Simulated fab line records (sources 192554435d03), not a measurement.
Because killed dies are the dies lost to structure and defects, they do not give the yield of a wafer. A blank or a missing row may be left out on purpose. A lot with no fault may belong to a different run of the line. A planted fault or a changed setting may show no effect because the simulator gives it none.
Matching of chambers + flow n5 finfet + rie diel-03 running N5_SDB_ETCH_17: 4 sister chambers
The step etches SiARC in CF4, target depth 23.4 nm, time 39 s. 22 wafers are shown with their chamber, then 11 later ones without.

WAFERS PAIRED WITH THEIR CHAMBERS
| wafer  | chamber | showerhead plenum p Torr (Torr) | drypump motor current A (A) | throttle valve pct (%) |
|--------|---------|---------------------------------|-----------------------------|------------------------|
| L076.1 | 1       | 2.05                            | 5.4                         | 15.85                  |
| L076.3 | 2       | 2.07                            | 5.7                         | 15.59                  |
| L076.6 | 3       | 2.19                            | 5.6                         | 15.40                  |
| L078.2 | 2       | 2.07                            | 5.7                         | 15.59                  |
| L078.4 | 3       | 2.19                            | 5.6                         | 15.39                  |
| L078.5 | 1       | 2.05                            | 5.4                         | 15.85                  |
| L081.2 | 1       | 2.05                            | 5.4                         | 15.85                  |
| L081.4 | 3       | 2.19                            | 5.6                         | 15.39                  |
| L081.5 | 0       | 2.21                            | 5.5                         | 15.97                  |
| L086.1 | 3       | 2.18                            | 5.6                         | 15.43                  |
| L086.2 | 1       | 2.05                            | 5.3                         | 15.88                  |
| L086.5 | 1       | 2.05                            | 5.3                         | 15.88                  |
| L089.2 | 0       | 2.20                            | 5.5                         | 16.00                  |
| L089.4 | 0       | 2.20                            | 5.5                         | 15.99                  |
| L089.6 | 1       | 2.04                            | 5.4                         | 15.89                  |
| L090.2 | 0       | 2.20                            | 5.5                         | 16.02                  |
| L090.3 | 2       | 2.06                            | 5.7                         | 15.64                  |
| L090.4 | 1       | 2.04                            | 5.4                         | 15.90                  |
| L092.1 | 3       | 2.18                            | 5.6                         | 15.46                  |
| L092.2 | 2       | 2.06                            | 5.7                         | 15.63                  |
| L092.3 | 1       | 2.04                            | 5.4                         | 15.89                  |
| L092.4 | 0       | 2.20                            | 5.5                         | 16.02                  |

SIGNATURES (means of the wafers above)
| reading                  | chamber 0 | chamber 1 | chamber 2 | chamber 3 | scatter within a chamber |
|--------------------------|-----------|-----------|-----------|-----------|--------------------------|
| showerhead plenum p Torr | 2.2020    | 2.0462    | 2.0650    | 2.1860    | 0.0052                   |
| drypump motor current A  | 5.500     | 5.375     | 5.700     | 5.600     | 0.0289                   |
| throttle valve pct       | 16.0000   | 15.8738   | 15.6125   | 15.4140   | 0.0242                   |
Rule: a wafer's distance from a chamber is the root of the sum, over the readings, of the square of ((its reading less the chamber's mean) divided by the reading's scatter). If the next closest chamber is less than 2 further off than the closest, the wafer can't be placed; otherwise it belongs to the closest. The scatter: take each reading less its chamber's mean, square it, sum over the shown wafers, divide by the number of wafers less the number of chambers, and take the root.

WAFERS WHOSE CHAMBER IS MISSING
| wafer  | showerhead plenum p Torr (Torr) | drypump motor current A (A) | throttle valve pct (%) |
|--------|---------------------------------|-----------------------------|------------------------|
| L092.5 | 2.04                            | 5.4                         | 15.92                  |
| L092.6 | 2.20                            | 5.5                         | 16.01                  |
| L093.3 | 2.20                            | 5.5                         | 16.01                  |
| L093.4 | 2.18                            | 5.6                         | 15.46                  |
| L093.5 | 2.06                            | 5.7                         | 15.64                  |
| L095.1 | 2.04                            | 5.4                         | 15.91                  |
| L095.5 | 2.06                            | 5.7                         | 15.65                  |
| L095.6 | 2.04                            | 5.4                         | 15.92                  |
| L097.1 | 2.17                            | 5.6                         | 15.49                  |
| L097.4 | 2.20                            | 5.6                         | 16.02                  |
| L097.5 | 2.17                            | 5.6                         | 15.48                  |

THE CHAMBER EACH PASSED THROUGH
| wafer  | from the rows above | in truth |
|--------|---------------------|----------|
| L092.5 | 1                   | 1        |
| L092.6 | 0                   | 0        |
| L093.3 | 0                   | 0        |
| L093.4 | 3                   | 3        |
| L093.5 | 2                   | 2        |
| L095.1 | 1                   | 1        |
| L095.5 | 2                   | 2        |
| L095.6 | 1                   | 1        |
| L097.1 | 3                   | 3        |
| L097.4 | 0                   | 0        |
| L097.5 | 3                   | 3        |
11 of 11 placed correctly. From these rows, 0 cannot be placed. Wrongly placed: 0.
